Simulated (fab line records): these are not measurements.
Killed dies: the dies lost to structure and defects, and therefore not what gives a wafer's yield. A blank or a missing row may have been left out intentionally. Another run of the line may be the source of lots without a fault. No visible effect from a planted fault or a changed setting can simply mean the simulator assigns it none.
A lot that was struck, set against a sound lot | flow n5_finfet | 16 out of 1938 route steps
Sound: wafers L692.2, L692.5, L692.6. The struck wafers were L700.4, L700.5. The cause comes at the end.
For every step that has rows: the tool of each side, followed by ch and its chambers, followed by its first start. Under that, the readings that differ: sound wafers | struck wafers | difference of the means | sigmas: that difference in standard deviations of wafers without a fault.
alike: readings with means less than 2 such deviations apart, plus words and numbers identical on both sides. not compared: withheld readings, readings lacking a value on some wafer, bounds such as >300 that could conceal the same value, and numbers that have no deviation in the record and whose values overlap.
A row with sigmas, a row that says differs or no value, or rows on one side alone: a step with any of these is where the two part. Numbers that don't overlap but have no deviation are shown without sigmas and don't part them. Lack of a reading on every wafer of one side parts them only where that side has two or more wafers.

first, 3 steps without rows for these wafers: N5_BEOL_M2_SPUTTER_90 (material Cu, target thk 4.5 nm, time 8.29 s); N5_BEOL_M2_ANNEAL_91 (time 240 s); N5_BEOL_M2_SPUTTER_92 (material Cu, target thk 4.5 nm, time 8.29 s).
N5_BEOL_M2_ANNEAL_93: time 240 s.
  sound on pvd_sputter-01, day 9 10:34; struck on pvd_sputter-03, day 11 12:50
  alike: heater_power_w
N5_BEOL_M2_SPUTTER_94: material Cu, target thk 4.5 nm, time 8.29 s.
  sound on pvd_sputter-01, day 9 10:43; struck on pvd_sputter-03, day 11 12:58
  alike: throttle_valve_pct
N5_BEOL_M2_ANNEAL_95: time 240 s.
  sound on pvd_sputter-01, day 9 10:47; struck on pvd_sputter-03, day 11 13:03
  alike: heater_power_w
N5_BEOL_M2_SPUTTER_96: material Cu, target thk 4.5 nm, time 8.29 s.
  sound on pvd_sputter-01, day 9 10:56; struck on pvd_sputter-03, day 11 13:11
  alike: throttle_valve_pct
then, 3 steps without rows for these wafers: N5_BEOL_M2_ECD_50 (material Cu, target thk 300 nm); N5_BEOL_M2_ANNEAL_51 (time 90 s); N5_BEOL_M2_CMP_52 (polishes, stops on SiOC, t overpolish 6.8 s, target thk 40 nm).
N5_BEOL_M2_THK_MEAS_53: measures by xrf.
  sound on film_metro-02, day 9 11:43; struck on film_metro-02, day 11 14:02
  alike: M2_THK
N5_BEOL_M2_PRE_CLEAN_60: time 15 s.
  sound on cvd_co-01 ch 0,1, day 9 11:45; struck on cvd_co-01 ch 1,2, day 11 14:06
  alike: heater_power_w
N5_BEOL_M2_CO_CAP_55: material Co, precursor CCTBA/H2, target thk 2 nm, time 102.1 s.
  sound on cvd_co-01 ch 0,1, day 9 11:47; struck on cvd_co-01 ch 1,2, day 11 14:09
  reading                                   | sound             | struck    | difference | sigmas
  run_length_s (s)                          | 125.3 125.9 125.0 | 88.4 90.4 | -36.0      | -60
  model.Co_of_BEOL_M2_CO_CAP_55.thk_nm (nm) | 2 2 2             | 1.6 1.4   | -0.5       |
  alike: heater_power_w
then, 1 step without rows for these wafers: N5_BEOL_M2_PRE_CLEAN_56 (time 15 s).
N5_BEOL_M4_RC_MEAS_101:
  sound on prober-01 ch 0, day 11 02:07; struck on prober-01 ch 0, day 13 02:05
  alike: DIBL_N, DIBL_P, IOFF_N, IOFF_P, ION_N, ION_P, SS_N, SS_P, VT_N, VT_P
N5_PASSIVATION_PROBE_49:
  the record has rows for the sound wafers here (prober-01, day 15 21:41) and none for the struck ones

## WHERE THEY PART
Last at N5_PASSIVATION_PROBE_49 as far as this record goes, first at N5_BEOL_M2_CO_CAP_55.

WHY: whatever the simulator had introduced
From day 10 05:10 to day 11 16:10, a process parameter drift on cvd_co-01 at N5_BEOL_M2_CO_CAP_55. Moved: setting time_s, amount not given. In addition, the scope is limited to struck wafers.
